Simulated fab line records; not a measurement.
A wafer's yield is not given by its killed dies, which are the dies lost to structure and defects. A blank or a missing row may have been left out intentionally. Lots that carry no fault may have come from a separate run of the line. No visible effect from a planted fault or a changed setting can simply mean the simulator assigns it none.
Which tool was responsible? :: flow n5Finfet :: route of 1938 steps, sampled at 1 step: 10 lots, 29 wafers

WHAT EACH GAUGE READ, for each wafer
N5_BEOL_M3_OVL_MEAS_12.
lot: L997
measured: day 7 02:27
on: overlay-01
M3_OVL (nm): -0.4 -0.2 -1.2

lot: L999
measured: day 7 18:50
on: overlay-02
M3_OVL (nm): 0.2 -0.5 -0.2

lot: L100
measured: day 8 04:01
on: overlay-01
M3_OVL (nm): -0.1 -0.1 -0.1

lot: L101
measured: day 8 09:12
on: overlay-01
M3_OVL (nm): -0.6 -0.2 0.3

lot: L102
measured: day 9 08:20
on: overlay-02
M3_OVL (nm): -0.2 -0.1 -0.4

lot: L106
measured: day 9 19:50
on: overlay-01
M3_OVL (nm): -1.2 -1.0 -1.1

lot: L115
measured: day 12 02:11
on: overlay-01
M3_OVL (nm): 0.2 -0.6 0.5

lot: L116
measured: day 12 04:44
on: overlay-01
M3_OVL (nm): 0.2 0.0 0.7

lot: L117
measured: day 12 23:14
on: overlay-01
M3_OVL (nm): -0.8 -0.5

lot: L118
measured: day 13 01:11
on: overlay-01
M3_OVL (nm): -0.8 0.1 0.0

TOOL THAT RAN EACH LOT (tool first, then ch and the chambers of the sampled wafers, then the start)
The record shows no process step preceding these readings.

THE ANSWER, worked out from the rows above alone
Rule: the lots themselves supply what counts as usual. Put in order of their means at a reading, lots are off if they are a third of the lots or fewer, leave a main group of 4 or more, and stand apart from it by a gap of 3 or more times the standard deviation of the main group's means; of several such gaps the widest counts. A main group is skipped when, at the precision printed for the reading in the tables above, its means are all equal. A lot without any number at a reading at which 4 lots or more have one is off too. Where the step has rows for the other lots, those lots are counted as sound.
None of the lots is off at any reading shown; this tells nothing.

WHAT WAS PUT IN BY THE SIMULATOR
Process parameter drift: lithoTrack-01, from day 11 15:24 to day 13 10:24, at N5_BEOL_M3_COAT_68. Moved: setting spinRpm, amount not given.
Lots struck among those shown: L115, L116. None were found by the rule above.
